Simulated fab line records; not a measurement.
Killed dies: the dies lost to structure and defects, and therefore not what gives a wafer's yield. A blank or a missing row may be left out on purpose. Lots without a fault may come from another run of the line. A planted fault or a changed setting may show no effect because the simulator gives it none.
Matching of chambers | flow n5 finfet | rie diel-04 running N5_BEOL_M1_STRIP_19: 4 sister chambers
The step strips in O2. 4 wafers are shown with their chamber, then 11 later ones without.

## WAFERS WITH THEIR CHAMBER
wafer  | chamber | drypump motor current A (A)
L086.3 | 1       | 6.02
L086.4 | 2       | 5.59
L086.6 | 3       | 6.21
L090.2 | 0       | 5.56

## WAFERS WHOSE CHAMBER IS MISSING
wafer  | drypump motor current A (A)
L090.5 | 6.22
L090.6 | 5.54
L091.1 | 6.02
L091.4 | 5.55
L091.5 | 5.61
L093.1 | 5.64
L093.3 | 6.22
L093.4 | 5.54
L095.1 | 6.02
L095.2 | 5.63
L095.3 | 5.54

## WHICH CHAMBER EACH ONE RAN IN
wafer  | from the rows above     | in truth
L090.5 | 3                       | 3
L090.6 | can't be placed: 0 or 2 | 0
L091.1 | 1                       | 1
L091.4 | can't be placed: 0 or 2 | 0
L091.5 | can't be placed: 2 or 0 | 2
L093.1 | can't be placed: 2 or 0 | 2
L093.3 | 3                       | 3
L093.4 | can't be placed: 0 or 2 | 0
L095.1 | 1                       | 1
L095.2 | can't be placed: 2 or 0 | 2
L095.3 | can't be placed: 0 or 2 | 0
4 of 11 placed correctly. Cannot be placed on the basis of these rows: 7; the candidates contain the true chamber in 7. Wrongly placed: 0.
How it was worked out, from the rows above alone: a wafer's distance from a chamber is the root of the sum, over the readings, of the square of ((its reading less the chamber's mean) divided by the reading's scatter). The wafer belongs to the nearest chamber; if the next one is less than 2 further off, it can't be placed. A chamber's mean is the mean of its shown wafers. The scatter: with one shown wafer a chamber, the root of the mean of the squares of how far each hidden wafer lies from its nearest shown one.
